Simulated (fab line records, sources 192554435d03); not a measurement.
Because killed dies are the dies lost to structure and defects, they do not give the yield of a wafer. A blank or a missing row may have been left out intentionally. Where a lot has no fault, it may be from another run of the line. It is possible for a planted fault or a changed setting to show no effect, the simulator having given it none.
Chamber matching :: flow n5Finfet :: cvdCo-02 running N5_BEOL_M2_CO_CAP_55: 3 sister chambers
The step material Co, precursor CCTBA/H2, target thk 2 nm, time 102.1 s. 6 wafers are shown with their chamber, then 12 later ones without.

== WAFERS, EACH WITH ITS CHAMBER ==
wafer: L082.6
chamber: 1
heaterPowerOuterW (W): 104
heaterPowerW (W): 210

wafer: L083.4
chamber: 2
heaterPowerOuterW (W): 108
heaterPowerW (W): 228

wafer: L083.6
chamber: 0
heaterPowerOuterW (W): 172
heaterPowerW (W): 315

wafer: L084.1
chamber: 2
heaterPowerOuterW (W): 107
heaterPowerW (W): 226

wafer: L084.2
chamber: 1
heaterPowerOuterW (W): 108
heaterPowerW (W): 203

wafer: L084.6
chamber: 0
heaterPowerOuterW (W): 170
heaterPowerW (W): 297

== WAFERS WITHOUT THEIR CHAMBER ==
wafer: L085.1
heaterPowerOuterW (W): 175
heaterPowerW (W): 303

wafer: L085.5
heaterPowerOuterW (W): 172
heaterPowerW (W): 310

wafer: L085.6
heaterPowerOuterW (W): 104
heaterPowerW (W): 228

wafer: L086.1
heaterPowerOuterW (W): 106
heaterPowerW (W): 216

wafer: L086.2
heaterPowerOuterW (W): 171
heaterPowerW (W): 302

wafer: L086.4
heaterPowerOuterW (W): 107
heaterPowerW (W): 228

wafer: L091.1
heaterPowerOuterW (W): 107
heaterPowerW (W): 206

wafer: L091.4
heaterPowerOuterW (W): 106
heaterPowerW (W): 220

wafer: L091.5
heaterPowerOuterW (W): 103
heaterPowerW (W): 211

wafer: L092.2
heaterPowerOuterW (W): 106
heaterPowerW (W): 223

wafer: L092.4
heaterPowerOuterW (W): 107
heaterPowerW (W): 209

wafer: L092.6
heaterPowerOuterW (W): 174
heaterPowerW (W): 307

== THE CHAMBER EACH PASSED THROUGH ==
wafer: L085.1
from the rows above: 0
in truth: 0

wafer: L085.5
from the rows above: 0
in truth: 0

wafer: L085.6
from the rows above: can't be placed: 2 or 1
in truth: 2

wafer: L086.1
from the rows above: can't be placed: 1 or 2
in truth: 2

wafer: L086.2
from the rows above: 0
in truth: 0

wafer: L086.4
from the rows above: 2
in truth: 2

wafer: L091.1
from the rows above: 1
in truth: 1

wafer: L091.4
from the rows above: can't be placed: 2 or 1
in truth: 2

wafer: L091.5
from the rows above: can't be placed: 1 or 2
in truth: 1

wafer: L092.2
from the rows above: can't be placed: 2 or 1
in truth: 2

wafer: L092.4
from the rows above: can't be placed: 1 or 2
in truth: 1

wafer: L092.6
from the rows above: 0
in truth: 0
Placed correctly: 6 of 12. Unplaceable from these rows: 6, with the true chamber sitting among the candidates in 6. Wrongly placed: 0.
How it was worked out, from the rows above alone: a wafer's distance from a chamber is the root of the sum, over the readings, of the square of ((its reading less the chamber's mean) divided by the reading's scatter). The wafer belongs to the nearest chamber; if the next one is less than 2 further off, it can't be placed. The mean given for a chamber averages the wafers shown for that chamber. How the scatter is found: for the shown wafers, subtract from each reading the mean of its chamber, square and add these, divide the total by (wafers less chambers), then take the root.
